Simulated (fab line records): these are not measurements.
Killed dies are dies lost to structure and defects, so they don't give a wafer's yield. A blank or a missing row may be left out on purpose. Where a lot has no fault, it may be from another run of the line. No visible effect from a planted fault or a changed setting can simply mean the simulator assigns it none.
Matching of chambers    flow n5_finfet    N5_HKMG_FIN_ETCH_86 on rie_diel-05 has 4 sister chambers
The step etches SOC in N2/H2, stops on TiN, target depth 393.2 nm. 4 wafers are shown with their chamber, then 12 later ones without.

WAFERS, EACH WITH ITS CHAMBER
wafer   chamber  drypump_motor_current_A (A)
L083.6  0        5.9
L084.5  2        5.5
L085.4  3        4.9
L085.6  1        5.2

WAFERS WITHOUT THEIR CHAMBER
wafer   drypump_motor_current_A (A)
L088.1  5.9
L088.4  4.9
L088.6  4.9
L090.3  5.6
L090.4  5.9
L090.5  5.9
L094.1  4.8
L094.3  5.9
L094.4  5.5
L095.2  5.9
L095.3  5.2
L095.4  5.6

EACH ONE'S CHAMBER
wafer   from the rows above  in truth
L088.1  0                    0
L088.4  3                    3
L088.6  3                    3
L090.3  2                    2
L090.4  0                    0
L090.5  0                    0
L094.1  3                    3
L094.3  0                    0
L094.4  2                    2
L095.2  0                    0
L095.3  1                    1
L095.4  2                    2
Correct placement for 12 of the 12. Not placeable from these rows: 0. Wrongly placed: 0.
How it was worked out, from the rows above alone: a wafer's distance from a chamber is the root of the sum, over the readings, of the square of ((its reading less the chamber's mean) divided by the reading's scatter). If the next closest chamber is less than 2 further off than the closest, the wafer can't be placed; otherwise it belongs to the closest. A chamber's mean is the mean of its shown wafers. The scatter: with one shown wafer a chamber, the root of the mean of the squares of how far each hidden wafer lies from its nearest shown one.
